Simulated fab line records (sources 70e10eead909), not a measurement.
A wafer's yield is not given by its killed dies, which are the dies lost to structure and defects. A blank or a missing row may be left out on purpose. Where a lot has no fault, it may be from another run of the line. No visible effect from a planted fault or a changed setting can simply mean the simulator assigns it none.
What tool caused it? | flow nand_harc | 13 lots with 37 wafers sampled at 5 steps, on a route of 1159 steps

== WHAT THE GAUGES SHOWED, per wafer ==
NHARC_THIN_TSV_CD_MEAS_33 targets a cd of 5000 nm.
lot  | measured     | on        | cd_nm (nm)
L254 | day 19 14:13 | cd_sem-01 | 5000.8 5001.4 5000.0
L253 | day 19 18:52 | cd_sem-02 | 5000.7 5004.7 5001.5
L252 | day 19 15:40 | cd_sem-03 | 4999.2 5002.7 4997.8
L257 | day 19 23:52 | cd_sem-02 | 4999.5 4998.6 4997.5
L258 | day 20 01:55 | cd_sem-01 | 5002.0 5002.5 4999.0
L255 | day 20 11:19 | cd_sem-03 | 4999.4 5000.6 5001.5
L256 | day 20 18:35 | cd_sem-01 | 5000.1 4997.3 4997.1
L261 | day 21 04:16 | cd_sem-02 | 4998.9
L266 | day 21 20:02 | cd_sem-01 | 4997.8 5001.0 4999.2
L263 | day 21 22:21 | cd_sem-03 | 5000.3 5003.4 5000.8
L265 | day 23 12:55 | cd_sem-02 | 5003.7 5001.1 5000.8
L274 | day 24 13:49 | cd_sem-01 | 4997.6 4998.8 5000.3
L275 | day 24 19:51 | cd_sem-03 | 5002.7 4999.4 5003.4

NHARC_END_SORT_01.
lot  | measured     | on        | killed_at_array | killed_at_other | killed_at_periphery | killed_dies | killed_open | killed_short
L256 | day 21 09:08 | prober-01 | 481 501 15      | 0 0 0           | 3 2 5               | 484 503 20  | 2 0 2       | 2 0 1

== WHAT TOOL EACH LOT RAN ON (gives the tool, then ch and the chambers of the sampled wafers, and finally the start) ==
lot  | NHARC_A_BONDPAD_ECD_18         | NHARC_THIN_TSV_PVD_19                   | NHARC_THIN_TSV_ETCH_59
L254 | ecd_cu-02 ch 0,1, day 18 10:50 | pvd_sputter-03, day 19 14:13 or earlier | rie_metal-01 ch 0,1, day 19 14:31
L253 | ecd_cu-01 ch 0,1, day 18 11:17 | pvd_sputter-03, day 19 18:52 or earlier | rie_metal-03 ch 0,1, day 19 19:15
L252 | ecd_cu-01 ch 0,1, day 18 14:04 | pvd_sputter-03, day 19 15:40 or earlier | rie_metal-03 ch 0,1, day 19 15:59
L257 | ecd_cu-02 ch 0,1, day 19 01:08 | pvd_sputter-02, day 19 23:52 or earlier | rie_metal-01 ch 0,1, day 20 00:11
L258 | ecd_cu-02 ch 0,1, day 19 05:02 | pvd_sputter-01, day 20 01:55 or earlier | rie_metal-02 ch 0, day 20 02:23
L255 | ecd_cu-01 ch 0,1, day 19 14:49 | pvd_sputter-01, day 20 11:19 or earlier | rie_metal-01 ch 0,1, day 20 11:37
L256 | ecd_cu-02 ch 0,1, day 19 19:05 | pvd_sputter-02, day 20 18:35 or earlier | rie_metal-01 ch 0,1, day 20 18:54
L261 | ecd_cu-02 ch 0, day 20 07:40   | pvd_sputter-03, day 21 04:16 or earlier | rie_metal-01 ch 1, day 21 04:35
L266 | ecd_cu-01 ch 0,1, day 21 01:58 | pvd_sputter-03, day 21 20:02 or earlier | rie_metal-01 ch 0,1, day 21 20:25
L263 | ecd_cu-01 ch 0,1, day 21 02:13 | pvd_sputter-03, day 21 22:21 or earlier | rie_metal-03 ch 0,1, day 21 22:40
L265 | ecd_cu-01 ch 0,1, day 22 14:14 | pvd_sputter-03, day 23 12:55 or earlier | rie_metal-01 ch 0,1, day 23 13:13
L274 | ecd_cu-01 ch 0,1, day 23 17:47 | pvd_sputter-02, day 24 13:49 or earlier | rie_metal-03 ch 0, day 24 14:07
L275 | ecd_cu-01 ch 0,1, day 23 23:45 | pvd_sputter-02, day 24 19:51 or earlier | rie_metal-03 ch 0, day 24 20:08
- NHARC_A_BONDPAD_ECD_18: material Cu, target thk 400 nm.
- NHARC_THIN_TSV_PVD_19: deposits TaN, target thk 20 nm.
- NHARC_THIN_TSV_ETCH_59: etches the open film in Cl2/BCl3, target depth 880 nm, time 138.1 s.

== WHAT THE TOOLS THEMSELVES READ (means of the sampled wafers that have a number; where no wafer has one, the mark that the record gives instead) ==
NHARC_A_BONDPAD_ECD_18.
lot  | tool      | bath_temp_c (C)
L254 | ecd_cu-02 | 25.10
L253 | ecd_cu-01 | 25.00
L252 | ecd_cu-01 | 24.97
L257 | ecd_cu-02 | 25.06
L258 | ecd_cu-02 | 25.08
L255 | ecd_cu-01 | 24.97
L256 | ecd_cu-02 | 25.06
L261 | ecd_cu-02 | 25.01
L266 | ecd_cu-01 | 25.04
L263 | ecd_cu-01 | 25.03
L265 | ecd_cu-01 | 25.01
L274 | ecd_cu-01 | 25.01
L275 | ecd_cu-01 | 24.86

NHARC_THIN_TSV_PVD_19.
lot  | tool           | throttle_valve_pct (%)
L254 | pvd_sputter-03 | 30.1
L253 | pvd_sputter-03 | 30.0
L252 | pvd_sputter-03 | 30.2
L257 | pvd_sputter-02 | 29.9
L258 | pvd_sputter-01 | 31.0
L255 | pvd_sputter-01 | 29.5
L256 | pvd_sputter-02 | 29.8
L261 | pvd_sputter-03 | 29.7
L266 | pvd_sputter-03 | 30.5
L263 | pvd_sputter-03 | 30.5
L265 | pvd_sputter-03 | 30.5
L274 | pvd_sputter-02 | 29.7
L275 | pvd_sputter-02 | 29.6

NHARC_THIN_TSV_ETCH_59.
lot  | tool         | drypump_motor_current_A (A) | oes_product_au (a.u.) | throttle_valve_pct (%)
L254 | rie_metal-01 | 6.0                         | 1.011                 | 22.262
L253 | rie_metal-03 | 5.5                         | 1.003                 | 22.265
L252 | rie_metal-03 | 5.5                         | 1.004                 | 22.255
L257 | rie_metal-01 | 6.3                         | 1.002                 | 22.274
L258 | rie_metal-02 | 6.4                         | 0.998                 | 22.258
L255 | rie_metal-01 | 6.0                         | 1.013                 | 22.258
L256 | rie_metal-01 | 6.2                         | 1.006                 | 22.268
L261 | rie_metal-01 | 5.7                         | 1.006                 | 22.248
L266 | rie_metal-01 | 6.2                         | 1.002                 | 22.267
L263 | rie_metal-03 | 5.3                         | 0.991                 | 22.262
L265 | rie_metal-01 | 6.0                         | 0.995                 | 22.260
L274 | rie_metal-03 | 5.1                         | 0.996                 | 22.276
L275 | rie_metal-03 | 5.1                         | 1.003                 | 22.261

== THE ANSWER, worked out from the rows above alone ==
Rule: the lots themselves supply what counts as usual. Put in order of their means at a reading, lots are off if they are a third of the lots or fewer, leave a main group of 4 or more, and stand apart from it by a gap of 3 or more times the standard deviation of the main group's means; of several such gaps the widest counts. Not used: any main group whose means are identical at the precision the tables above print for the reading. Also off: a lot with no number at a reading for which 4 or more lots have one. Any other lot the step has rows for is counted as sound. First the gauges in route order, then the tools' own readings, where a lot's mean is used as printed above. The first step at which some lot is off is used, and at that step the reading that is off furthest; a lot without a number counts as furthest.
No lot is off on any of the readings shown, so nothing can be concluded from this.

== WHAT THE SIMULATOR PUT IN ==
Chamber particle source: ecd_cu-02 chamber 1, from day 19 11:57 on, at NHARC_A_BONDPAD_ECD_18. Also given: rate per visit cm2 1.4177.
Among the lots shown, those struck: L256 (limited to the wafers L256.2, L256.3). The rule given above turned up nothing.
